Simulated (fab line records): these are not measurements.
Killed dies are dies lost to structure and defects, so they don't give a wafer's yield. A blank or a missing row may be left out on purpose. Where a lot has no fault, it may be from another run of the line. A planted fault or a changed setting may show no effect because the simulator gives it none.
Struck lot and sound lot, side by side | flow nand_harc | 18 out of 1159 route steps
Sound: the wafers L635.3, L635.4, L635.6. Struck: wafers L639.1, L639.5, L639.6. At the end, the cause is stated.
At each step with rows: each side's tool, then ch and its chambers, then its first start. Under that, the readings that differ: sound wafers | struck wafers | difference of the means | sigmas: that difference in standard deviations of wafers without a fault.
alike: words and numbers the same on both sides, and readings whose means are apart by under 2 such deviations; not compared: readings that were withheld, readings missing a value for some wafer, numbers with overlapping values and no deviation given by the record, and bounds like >300 which may hide the same value.
The two part at a step that has a row with sigmas, a row that says differs or no value, or rows on one side only. Numbers that have no deviation but don't overlap get no sigmas and don't part them. Lack of a reading on every wafer of one side parts them only where that side has two or more wafers.

NHARC_P_ZERO_WELL_CD_MEAS_24: the cd target is 720 nm.
  sound on cd_sem-01 ch 0, day 2 08:28; struck on cd_sem-01 ch 0, day 3 08:39
  alike: cd_nm
then, 1 step without rows for these wafers: NHARC_P_ZERO_WELL_HARDBAKE_25 (time 80 s).
NHARC_P_ZERO_WELL_DESCUM_26: chemistry O2, time 3 s.
  sound on rie_diel-13 ch 0,1,3, day 2 08:38; struck on rie_diel-08 ch 0,2,3, day 3 08:50
  alike: drypump_motor_current_A, oes_product_au, rf_vpp_V, showerhead_plenum_p_Torr, throttle_valve_pct
  not compared: rf_hours_counter_h
then, 9 steps without rows for these wafers: NHARC_P_ZERO_WELL_IMPLANT_27; NHARC_P_ZERO_WELL_IMPLANT_57; NHARC_P_ZERO_WELL_IMPLANT_58; NHARC_P_ZERO_WELL_STRIP_28 (strips in SPM, time 840 s); NHARC_P_ZERO_WELL_DEHYDRATE_29 (time 120 s); NHARC_P_ZERO_WELL_HMDS_30 (time 30 s); NHARC_P_ZERO_WELL_COAT_31; NHARC_P_ZERO_WELL_SOFTBAKE_32 (time 95 s); NHARC_P_ZERO_WELL_EBR_33.
NHARC_P_ZERO_WELL_EXPOSE_34: exposes mask P PWELL, target cd 720 nm.
  sound on krf_scanner-04 ch 0, day 2 09:58; struck on krf_scanner-02 ch 0, day 3 10:03
  reading | sound                         | struck                                 | difference | sigmas
  mask    | P_PWELL#0 P_PWELL#0 P_PWELL#0 | P_PWELL_R1#0 P_PWELL_R1#0 P_PWELL_R1#0 | differs    |
  alike: exposure_dose_mJ_cm2
then, 2 steps without rows for these wafers: NHARC_P_ZERO_WELL_PEB_35 (peb time 85 s); NHARC_P_ZERO_WELL_DEVELOP_36 (time 70 s).
NHARC_P_ZERO_WELL_CD_MEAS_37: the cd target is 720 nm.
  sound on cd_sem-03 ch 0, day 2 10:07; struck on cd_sem-01 ch 0, day 3 10:12
  reading    | sound             | struck            | difference | sigmas
  cd_nm (nm) | 716.6 718.1 717.5 | 775.4 777.0 776.3 | +58.8      | +45
then, 1 step without rows for these wafers: NHARC_P_ZERO_WELL_HARDBAKE_38 (time 80 s).
-- the record jumps here: 18 days lie between the struck wafers' starts before and after (it left off in module P_ZERO_WELL and takes up again in module END, whose first step shown is number 1159 of the route) --
NHARC_END_SORT_01:
  sound on prober-02 ch 0, day 19 18:19; struck on prober-01 ch 0, day 21 02:38
  alike: killed_at_array, killed_at_other, killed_at_periphery, killed_dies, killed_open, killed_short

== WHERE THEY PART ==
Earliest at NHARC_P_ZERO_WELL_EXPOSE_34; latest, in this record, at NHARC_P_ZERO_WELL_CD_MEAS_37. Later steps at which nothing parts them and some readings are alike: NHARC_END_SORT_01.

WHY: what had been put in by the simulator
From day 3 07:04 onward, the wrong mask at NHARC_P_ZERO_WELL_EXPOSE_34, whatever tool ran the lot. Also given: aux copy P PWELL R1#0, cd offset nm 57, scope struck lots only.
